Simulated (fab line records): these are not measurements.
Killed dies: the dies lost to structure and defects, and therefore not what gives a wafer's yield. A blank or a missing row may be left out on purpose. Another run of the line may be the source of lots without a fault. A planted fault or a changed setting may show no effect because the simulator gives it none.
Which tool did it?	flow nandHarc	Sampling: 24 lots, 72 wafers, 6 of 1159 route steps

## WHAT THE GAUGES SHOWED, per wafer
The record lacks any reading of a measuring or inspecting step that a usual standard deviation could be used to judge.

## TOOL THAT RAN EACH LOT (tool first, then ch and the chambers of the sampled wafers, then the start)
lot	NHARC_A_WL_FILL_STRIP_29	NHARC_A_CONTACT_DEP_24	NHARC_A_CONTACT_ETCH_112	NHARC_A_CONTACT_ETCH_119	NHARC_A_CONTACT_ETCH_102	NHARC_A_CONTACT_STRIP_55
L074	rieDiel-06 ch 1,2, day 15 00:25	pecvd-03 ch 0,1,2, day 15 11:43	harCapEtch-03 ch 0,1, day 15 19:53	harCapEtch-03 ch 0,1, day 15 20:43	rieDiel-04 ch 0,3, day 15 23:31	rieDiel-04 ch 0,3, no start
L076	rieDiel-09 ch 2,3, day 16 00:24	pecvd-02 ch 0,1,2, day 16 12:26	harCapEtch-01 ch 0,1, day 16 18:01	harCapEtch-01 ch 0,1, day 16 18:39	rieDiel-07 ch 0,1,2, day 16 20:10	rieDiel-07 ch 0,1,2, no start
L075	rieDiel-06 ch 0,1,2, day 16 06:07	pecvd-03 ch 1,2, day 16 17:43	harCapEtch-02 ch 0,1, day 16 22:47	harCapEtch-02 ch 0,1, day 16 23:25	rieDiel-04 ch 0,1,2, day 17 00:58	rieDiel-04 ch 0,1,2, no start
L077	rieDiel-08 ch 0,3, day 16 06:29	pecvd-02 ch 1,2, day 16 18:02	harCapEtch-03 ch 0,1, day 17 00:08	harCapEtch-03 ch 0,1, day 17 00:59	rieDiel-07 ch 1,2,3, day 17 02:48	rieDiel-07 ch 0,1,3, no start
L078	rieDiel-06 ch 0,2,3, day 16 08:40	pecvd-02 ch 0,1,2, day 16 23:10	harCapEtch-03 ch 0,1, day 17 04:25	harCapEtch-03 ch 0,1, day 17 05:16	rieDiel-04 ch 0,1, day 17 06:59	rieDiel-04 ch 2,3, no start
L079	rieDiel-06 ch 0,1,3, day 16 14:34	pecvd-03 ch 0,1,2, day 17 03:22	harCapEtch-01 ch 0,1, day 17 08:56	harCapEtch-01 ch 0,1, day 17 09:35	rieDiel-04 ch 0,2,3, day 17 11:04	rieDiel-04 ch 0,2,3, no start
L082	rieDiel-09 ch 1,3, day 17 10:21	pecvd-03 ch 0,1,2, day 17 21:58	harCapEtch-02 ch 1, day 18 03:08	harCapEtch-02 ch 1, day 18 03:46	rieDiel-04 ch 0,1, day 18 05:15	rieDiel-04 ch 0,1,3, no start
L084	rieDiel-09 ch 1,3, day 17 18:30	pecvd-04 ch 0,1, day 18 06:08	harCapEtch-03 ch 0,1, day 18 13:56	harCapEtch-03 ch 0,1, day 18 14:34	rieDiel-07 ch 0,2,3, day 18 16:02	rieDiel-07 ch 1,2, no start
L081	rieDiel-09 ch 1,2,3, day 17 22:08	pecvd-04 ch 0,1, day 18 09:43	harCapEtch-02 ch 0,1, day 18 15:34	harCapEtch-02 ch 0,1, day 18 16:13	rieDiel-05 ch 0,1, day 18 17:41	rieDiel-05 ch 0,1,2, no start
L080	rieDiel-08 ch 0,1,2, day 18 00:10	pecvd-02 ch 0,1, day 18 14:29	harCapEtch-02 ch 0,1, day 18 19:31	harCapEtch-02 ch 0,1, day 18 20:10	rieDiel-07 ch 0,1, day 18 21:41	rieDiel-07 ch 0,3, no start
L083	rieDiel-09 ch 1,2,3, day 18 00:11	pecvd-02 ch 0,1,2, day 18 10:23	harCapEtch-01 ch 0,1, day 18 16:26	harCapEtch-01 ch 0,1, day 18 17:04	rieDiel-04 ch 0,3, day 18 18:33	rieDiel-04 ch 0,2,3, no start
L086	rieDiel-08 ch 1,3, day 18 23:43	pecvd-03 ch 0,1,2, day 19 10:50	harCapEtch-01 ch 0,1, day 19 16:21	harCapEtch-01 ch 0,1, day 19 16:59	rieDiel-04 ch 2,3, day 19 18:38	rieDiel-04 ch 1,2,3, no start
L087	rieDiel-06 ch 0,1, day 18 23:43	pecvd-02 ch 1,2, day 19 10:48	harCapEtch-02 ch 0,1, day 19 15:52	harCapEtch-02 ch 0,1, day 19 16:29	rieDiel-04 ch 1,3, day 19 18:05	rieDiel-04 ch 1,2, no start
L085	rieDiel-06 ch 0,1,2, day 19 03:38	pecvd-02 ch 0,1,2, day 19 19:23	harCapEtch-02 ch 0,1, day 20 01:25	harCapEtch-02 ch 0,1, day 20 02:03	rieDiel-05 ch 0,1,2, day 20 03:43	rieDiel-05 ch 0,1,2, no start
L088	rieDiel-06 ch 0,1, day 19 03:46	pecvd-03 ch 0,1, day 19 23:07	harCapEtch-03 ch 0, day 20 04:17	harCapEtch-03 ch 0, day 20 05:07	rieDiel-04 ch 0,1,2, day 20 07:36	rieDiel-04 ch 0,1,3, no start
L089	rieDiel-08 ch 1,2, day 19 03:48	pecvd-03 ch 0,2, day 19 18:56	harCapEtch-01 ch 0,1, day 20 00:11	harCapEtch-01 ch 0,1, day 20 00:49	rieDiel-07 ch 0,1,3, day 20 02:34	rieDiel-07 ch 0,1,3, no start
L091	rieDiel-08 ch 0,2,3, day 19 08:41	pecvd-02 ch 0,1,2, day 20 02:37	harCapEtch-03 ch 0,1, day 20 08:11	harCapEtch-03 ch 0,1, day 20 09:02	rieDiel-05 ch 2,3, day 20 10:58	rieDiel-05 ch 0,2,3, no start
L090	rieDiel-06 ch 0,1,2, day 19 08:46	pecvd-02 ch 0,1,2, day 20 03:23	harCapEtch-02 ch 0,1, day 20 09:41	harCapEtch-02 ch 0,1, day 20 10:19	rieDiel-05 ch 0,2, day 20 11:49	rieDiel-05 ch 1,3, no start
L093	rieDiel-06 ch 1,2,3, day 19 23:34	pecvd-03 ch 1,2, day 20 11:06	harCapEtch-02 ch 0,1, day 20 19:55	harCapEtch-02 ch 0,1, day 20 20:34	rieDiel-07 ch 0,1,3, day 20 22:05	rieDiel-07 ch 0,1,3, no start
L092	rieDiel-09 ch 0,1,3, day 19 23:35	pecvd-04 ch 1,2, day 20 10:50	harCapEtch-03 ch 0,1, day 20 17:57	harCapEtch-03 ch 0,1, day 20 18:48	rieDiel-04 ch 0,3, day 20 20:32	rieDiel-04 ch 1,3, no start
L094	rieDiel-06 ch 1,2,3, day 20 16:07	pecvd-02 ch 1,2, day 21 03:38	harCapEtch-01 ch 0,1, day 21 11:43	harCapEtch-01 ch 0,1, day 21 12:21	rieDiel-04 ch 2,3, day 21 14:00	rieDiel-04 ch 0,1,3, no start
L095	rieDiel-09 ch 1,2, day 20 16:08	pecvd-04 ch 0,1, day 21 03:40	harCapEtch-03 ch 0,1, day 21 12:50	harCapEtch-03 ch 0,1, day 21 13:28	rieDiel-04 ch 1,2,3, day 21 14:56	rieDiel-04 ch 0,2,3, no start
L096	rieDiel-09 ch 0,2,3, day 21 05:20	pecvd-02 ch 1,2, day 21 20:58	harCapEtch-02 ch 0,1, day 22 02:33	harCapEtch-02 ch 0,1, day 22 03:11	rieDiel-05 ch 0,1,2, day 22 04:40	rieDiel-05 ch 0,2,3, no start
L097	rieDiel-09 ch 1,3, day 21 08:27	pecvd-04 ch 0,2, day 22 01:22	harCapEtch-01 ch 0,1, day 22 06:45	harCapEtch-01 ch 0,1, day 22 07:23	rieDiel-05 ch 1,2, day 22 08:50	rieDiel-05 ch 1,2, no start
- NHARC_A_WL_FILL_STRIP_29: strips in O2, time 20 s.
- NHARC_A_CONTACT_DEP_24: deposits SiO2, target thk 500 nm.
- NHARC_A_CONTACT_ETCH_112: etches the open film in C4F8/O2/Ar, time 94 s, target depth 922 nm.
- NHARC_A_CONTACT_ETCH_119: etches the open film in C4F8/O2/Ar, time 94 s, target depth 922 nm.
- NHARC_A_CONTACT_ETCH_102: etches the open film in CF4/O2, target depth 70 nm, overetch 7 nm, time 38.5 s.
- NHARC_A_CONTACT_STRIP_55: strips in O2.

## AS READ BY THE TOOLS THEMSELVES (means over the sampled wafers that have a number; for cases with no such wafer, the mark the record gives instead)
NHARC_A_WL_FILL_STRIP_29.
lot	tool	drypumpMotorCurrentA (A)	oesProductAu (a.u.)	rfVppV (V)	showerheadPlenumPTorr (Torr)	throttleValvePct (%)
L074	rieDiel-06	5.6	0.995	57.9	3.57	17.040
L076	rieDiel-09	5.6	1.010	57.7	3.37	17.030
L075	rieDiel-06	5.8	0.990	58.0	3.58	17.039
L077	rieDiel-08	5.0	0.981	58.2	3.66	17.041
L078	rieDiel-06	5.7	1.007	57.8	3.67	17.026
L079	rieDiel-06	6.0	0.998	58.4	3.62	17.027
L082	rieDiel-09	6.0	1.028	57.7	3.39	17.037
L084	rieDiel-09	6.2	1.021	57.5	3.35	17.040
L081	rieDiel-09	5.9	1.024	57.4	3.36	17.033
L080	rieDiel-08	5.5	0.996	57.8	3.53	17.034
L083	rieDiel-09	5.9	1.022	57.4	3.36	17.045
L086	rieDiel-08	5.5	1.006	58.0	3.55	17.036
L087	rieDiel-06	6.1	1.002	57.9	3.53	17.035
L085	rieDiel-06	5.8	0.998	57.7	3.58	17.031
L088	rieDiel-06	6.0	1.002	58.4	3.58	17.035
L089	rieDiel-08	5.7	0.996	57.5	3.50	17.035
L091	rieDiel-08	5.3	0.989	58.0	3.60	17.043
L090	rieDiel-06	5.8	0.996	58.3	3.58	17.043
L093	rieDiel-06	5.9	1.000	57.6	3.62	17.032
L092	rieDiel-09	5.8	1.011	57.4	3.38	17.041
L094	rieDiel-06	5.9	0.987	57.7	3.62	17.029
L095	rieDiel-09	6.1	1.021	57.3	3.31	17.047
L096	rieDiel-09	5.5	1.004	58.4	3.39	17.040
L097	rieDiel-09	6.0	1.025	57.7	3.39	17.037

NHARC_A_CONTACT_DEP_24.
lot	tool	heaterPowerOuterW (W)	heaterPowerW (W)	throttleValvePct (%)
L074	pecvd-03	352	595	15.69
L076	pecvd-02	343	641	15.94
L075	pecvd-03	277	500	15.84
L077	pecvd-02	331	683	15.87
L078	pecvd-02	323	614	16.06
L079	pecvd-03	310	553	15.89
L082	pecvd-03	281	513	15.93
L084	pecvd-04	371	689	15.84
L081	pecvd-04	382	689	15.95
L080	pecvd-02	322	588	15.92
L083	pecvd-02	289	571	15.98
L086	pecvd-03	294	522	16.06
L087	pecvd-02	314	637	16.36
L085	pecvd-02	315	597	16.05
L088	pecvd-03	313	539	16.00
L089	pecvd-03	341	600	16.01
L091	pecvd-02	313	611	16.09
L090	pecvd-02	332	627	15.98
L093	pecvd-03	301	549	15.83
L092	pecvd-04	290	563	16.02
L094	pecvd-02	361	682	16.25
L095	pecvd-04	427	754	16.17
L096	pecvd-02	304	624	16.37
L097	pecvd-04	434	734	16.18

NHARC_A_CONTACT_ETCH_102.
lot	tool	cf4FlowSccm (sccm)	drypumpMotorCurrentA (A)	oesProductAu (a.u.)	rfVppV (V)	showerheadPlenumPTorr (Torr)	throttleValvePct (%)
L074	rieDiel-04	79.88	5.6	1.018	198.7	1.37	13.400
L076	rieDiel-07	80.04	5.5	0.989	198.2	1.36	13.399
L075	rieDiel-04	80.06	5.6	1.003	198.4	1.34	13.397
L077	rieDiel-07	79.98	5.5	0.997	197.1	1.33	13.394
L078	rieDiel-04	79.85	5.3	0.991	198.6	1.33	13.403
L079	rieDiel-04	80.21	5.7	1.011	198.1	1.36	13.393
L082	rieDiel-04	79.94	5.4	0.998	197.8	1.32	13.404
L084	rieDiel-07	79.92	5.6	0.985	197.3	1.36	13.397
L081	rieDiel-05	80.02	5.9	0.988	197.9	1.34	13.394
L080	rieDiel-07	80.30	5.0	0.982	199.0	1.40	13.396
L083	rieDiel-04	79.90	5.8	1.011	198.3	1.35	13.396
L086	rieDiel-04	80.04	5.7	1.012	199.0	1.38	13.395
L087	rieDiel-04	79.72	5.3	1.003	198.6	1.37	13.390
L085	rieDiel-05	79.88	6.0	0.989	198.9	1.36	13.393
L088	rieDiel-04	79.78	5.6	0.994	197.8	1.33	13.389
L089	rieDiel-07	79.88	5.0	0.989	197.7	1.37	13.396
L091	rieDiel-05	80.36	6.3	1.003	198.0	1.31	13.397
L090	rieDiel-05	80.00	6.3	0.988	197.0	1.33	13.403
L093	rieDiel-07	79.80	5.1	0.985	198.7	1.36	13.398
L092	rieDiel-04	80.11	5.8	1.008	197.6	1.34	13.400
L094	rieDiel-04	79.93	5.7	1.004	198.9	1.38	13.400
L095	rieDiel-04	80.10	5.5	1.012	198.2	1.36	13.401
L096	rieDiel-05	80.03	6.0	0.990	197.2	1.36	13.398
L097	rieDiel-05	79.73	6.0	0.993	198.8	1.37	13.402

NHARC_A_CONTACT_STRIP_55.
lot	tool	drypumpMotorCurrentA (A)	oesProductAu (a.u.)	rfVppV (V)	showerheadPlenumPTorr (Torr)	throttleValvePct (%)
L074	rieDiel-04	5.6	1.017	57.5	3.62	17.037
L076	rieDiel-07	5.5	0.988	58.1	3.61	17.037
L075	rieDiel-04	5.6	1.005	59.0	3.54	17.045
L077	rieDiel-07	5.1	0.993	58.4	3.63	17.032
L078	rieDiel-04	5.6	1.010	58.3	3.67	17.033
L079	rieDiel-04	5.8	1.001	57.6	3.60	17.027
L082	rieDiel-04	5.5	0.995	58.1	3.56	17.039
L084	rieDiel-07	5.5	0.990	57.3	3.53	17.042
L081	rieDiel-05	5.9	0.984	57.6	3.59	17.034
L080	rieDiel-07	5.1	0.987	58.1	3.69	17.041
L083	rieDiel-04	5.7	1.013	58.5	3.60	17.046
L086	rieDiel-04	5.4	0.998	57.5	3.60	17.036
L087	rieDiel-04	5.3	0.989	58.2	3.54	17.036
L085	rieDiel-05	5.9	0.999	57.4	3.59	17.032
L088	rieDiel-04	5.5	1.007	57.1	3.55	17.032
L089	rieDiel-07	5.0	0.992	57.9	3.62	17.036
L091	rieDiel-05	6.3	1.004	57.3	3.48	17.034
L090	rieDiel-05	5.9	1.004	58.3	3.53	17.031
L093	rieDiel-07	5.1	0.990	58.2	3.61	17.031
L092	rieDiel-04	5.3	0.999	57.8	3.62	17.039
L094	rieDiel-04	5.5	1.002	57.4	3.55	17.030
L095	rieDiel-04	5.8	1.018	57.4	3.59	17.036
L096	rieDiel-05	6.3	1.001	56.8	3.47	17.038
L097	rieDiel-05	5.6	0.995	58.0	3.68	17.041

## THE ANSWER, worked out from the rows above alone
Rule: what is usual is taken from the lots themselves. Put in order of their means at a reading, lots are off if they are a third of the lots or fewer, leave a main group of 4 or more, and stand apart from it by a gap of 3 or more times the standard deviation of the main group's means; of several such gaps the widest counts. If all means in a main group match to the digits the tables above print for the reading, that group is not used. A lot without any number at a reading at which 4 lots or more have one is off too. The other lots that the step has rows for count as sound. Order of review: gauges by route order, followed by the tools' own readings, for which a lot's mean as printed above is used. At the first step where some lot is off, the reading lying furthest off is the one used; lots without a number count as furthest.
Nothing can be told from this: no lot is off at any reading shown.

## WHAT THE SIMULATOR PUT IN
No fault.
